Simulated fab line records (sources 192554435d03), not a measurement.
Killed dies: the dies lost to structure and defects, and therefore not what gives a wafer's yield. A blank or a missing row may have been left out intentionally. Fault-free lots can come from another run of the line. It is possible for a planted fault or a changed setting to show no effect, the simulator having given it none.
Split-lot trial -- flow n5 finfet -- 7 lots, 39 wafers read, on a route of 1938 steps

THE SPLIT ITSELF
At N5_DUMMY_GATE_ETCH_31 (etches SiO2 in C4F6/O2, target depth 82.5 nm, time 27.5 s), the setting target depth a was moved away from the recipe's 825 angstrom on 15 of the 39 wafers read, by -5.4% to +10.8%. This setting was run at the recipe's value on the other wafers.

Reading taken at the split's own step.

THE READING
SOC_of_DUMMY_GATE_COAT_34.thk nm (the simulator's own value, which no gauge read), in nm, at N5_DUMMY_GATE_ETCH_31 (etches SiO2 in C4F6/O2, target depth 82.5 nm, time 27.5 s). No usual value for it is given in the file. The 24 wafers here that ran the recipe average 51.8 nm, standard deviation 0.18 nm.

wafer,"tool, chamber at the split","target depth a as run, angstrom",against the recipe,"SOC_of_DUMMY_GATE_COAT_34.thk nm, nm",against lot-mates on the recipe
L074.1,"rie diel-03, 0",825,recipe,51.8,-
L074.2,"rie diel-03, 3",825,recipe,51.6,-
L074.3,"rie diel-03, 2",825,recipe,51.8,-
L074.4,"rie diel-03, 2",825,recipe,51.6,-
L074.5,"rie diel-03, 0",825,recipe,51.8,-
L074.6,"rie diel-03, 3",825,recipe,51.6,-
L075.1,"rie diel-03, 3",825,recipe,52.2,-
L075.3,"rie diel-03, 0",825,recipe,52,-
L075.5,"rie diel-03, 2",825,recipe,52,-
L076.1,"rie diel-03, 0",914.2,+10.8%,51,-0.9
L076.2,"rie diel-03, 2",825,recipe,52,-
L076.3,"rie diel-03, 1",914.2,+10.8%,51,-0.9
L076.4,"rie diel-03, 3",825,recipe,51.8,-
L076.5,"rie diel-03, 1",825,recipe,51.8,-
L076.6,"rie diel-03, 0",914.2,+10.8%,50.8,-1.1
L083.1,"rie diel-05, 2",825,recipe,51.6,-
L083.2,"rie diel-05, 3",782.1,-5.2%,52.2,+0.4
L083.3,"rie diel-05, 1",825,recipe,52,-
L083.4,"rie diel-05, 0",782.1,-5.2%,52.2,+0.4
L083.5,"rie diel-05, 1",825,recipe,51.8,-
L083.6,"rie diel-05, 0",782.1,-5.2%,52,+0.2
L085.1,"rie diel-03, 0",825,recipe,52,-
L085.2,"rie diel-03, 1",825,recipe,51.8,-
L085.3,"rie diel-03, 3",853.1,+3.4%,51.6,-0.3
L085.4,"rie diel-03, 2",853.1,+3.4%,51.6,-0.3
L085.5,"rie diel-03, 2",825,recipe,52,-
L085.6,"rie diel-03, 1",853.1,+3.4%,51.6,-0.3
L086.1,"rie diel-05, 3",902.8,+9.4%,50.6,-1.1
L086.2,"rie diel-05, 2",825,recipe,51.6,-
L086.3,"rie diel-05, 0",902.8,+9.4%,50.8,-0.9
L086.4,"rie diel-05, 1",825,recipe,52,-
L086.5,"rie diel-05, 2",902.8,+9.4%,50.6,-1.1
L086.6,"rie diel-05, 3",825,recipe,51.6,-
L097.1,"rie diel-03, 3",780.6,-5.4%,52.2,+0.5
L097.2,"rie diel-03, 2",825,recipe,51.8,-
L097.3,"rie diel-03, 1",780.6,-5.4%,52,+0.3
L097.4,"rie diel-03, 3",825,recipe,51.6,-
L097.5,"rie diel-03, 2",825,recipe,51.6,-
L097.6,"rie diel-03, 1",780.6,-5.4%,52.2,+0.5

FIT RESULTS
A straight line over all 39 wafers: SOC_of_DUMMY_GATE_COAT_34.thk nm changes by -0.0876 nm for each +1% of target depth a; r = -0.91; the points scatter about the line by 0.19 nm.
The same after taking each lot's own level away (the mean of its wafers on the recipe; 39 wafers): -0.0922 nm for each +1%; r = -0.96; scatter 0.13 nm.
The reading moves by 1 nm for the largest change in target depth a, on that fit.
Across the lots, their own levels run from 51.67 to 52.07 nm, a range of 2.3 times the standard deviation given above.
Consequently the slope shifts little with the lot-to-lot level, the two slopes agreeing.
Check: for one of the wafers moved furthest among these (+10.8%), held out of the fit, the line's prediction against its lot-mates is -1.05 nm. It came out at -0.867 nm against them.

ADDITIONAL SPLITS CARRIED BY THESE WAFERS
Before the reading, these wafers also passed through other splits. Each is held against what the fit with the lots' levels taken away leaves over:
other split on the same wafers,wafers away from the commonest value,r with SOC_of_DUMMY_GATE_COAT_34.thk nm (lot level and that fit taken away)
N5_FIN_SAQP_ALD_61 ald cycles,9,-0.25

THE WHOLE CHAIN: every reading that the file lists as answering this split, in the file's order
step,what it does,reading,change (the file's fit),r (the file's)
N5_DUMMY_GATE_ETCH_31,"etches SiO2 in C4F6/O2, target depth 82.5 nm, time 27.5 s","etch.depth nm (the simulator's own value, which no gauge read)",+0.796 nm for each +1% of the setting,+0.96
N5_DUMMY_GATE_ETCH_31,"etches SiO2 in C4F6/O2, target depth 82.5 nm, time 27.5 s","SOC_of_DUMMY_GATE_COAT_34.thk nm (the simulator's own value, which no gauge read)",-0.0934 nm for each +1% of the setting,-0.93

THE FILE'S OWN FIT
SOC_of_DUMMY_GATE_COAT_34.thk nm changes by -0.0934 nm for each +1% of target depth a, r = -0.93.
